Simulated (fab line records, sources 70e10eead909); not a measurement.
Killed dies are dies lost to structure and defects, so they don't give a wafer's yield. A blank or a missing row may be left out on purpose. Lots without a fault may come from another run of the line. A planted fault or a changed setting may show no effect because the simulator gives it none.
Chamber matching | flow nand_harc | NHARC_A_CONTACT_ETCH_75 on rie_diel-11: 4 sister chambers
The step etches the open film in CF4, target depth 39 nm, time 65 s. 4 wafers are shown with their chamber, then 11 later ones without.

WAFERS WITH THEIR CHAMBER
wafer  | chamber | showerhead_plenum_p_Torr (Torr)
L081.2 | 0       | 1.81
L091.3 | 2       | 1.81
L091.5 | 3       | 1.90
L093.2 | 1       | 1.90

WAFERS WITHOUT THEIR CHAMBER
wafer  | showerhead_plenum_p_Torr (Torr)
L093.4 | 1.90
L093.6 | 1.80
L093.1 | 1.81
L093.3 | 1.80
L093.5 | 1.90
L095.2 | 1.90
L095.4 | 1.80
L095.5 | 1.81
L097.2 | 1.81
L097.3 | 1.80
L097.4 | 1.90

WHICH CHAMBER EACH WENT THROUGH
wafer  | from the rows above     | in truth
L093.4 | can't be placed: 1 or 3 | 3
L093.6 | can't be placed: 0 or 2 | 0
L093.1 | can't be placed: 0 or 2 | 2
L093.3 | can't be placed: 0 or 2 | 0
L093.5 | can't be placed: 1 or 3 | 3
L095.2 | can't be placed: 1 or 3 | 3
L095.4 | can't be placed: 0 or 2 | 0
L095.5 | can't be placed: 0 or 2 | 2
L097.2 | can't be placed: 0 or 2 | 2
L097.3 | can't be placed: 0 or 2 | 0
L097.4 | can't be placed: 1 or 3 | 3
Placed correctly: 0 of 11. Can't be placed from these rows: 11 (the true chamber is among the candidates in 11). Placed wrongly: 0.
How it was worked out, from the rows above alone: a wafer's distance from a chamber is the root of the sum, over the readings, of the square of ((its reading less the chamber's mean) divided by the reading's scatter). The wafer belongs to the nearest chamber; if the next one is less than 2 further off, it can't be placed. A chamber's mean is the mean of its shown wafers. The scatter: with one shown wafer a chamber, the root of the mean of the squares of how far each hidden wafer lies from its nearest shown one.
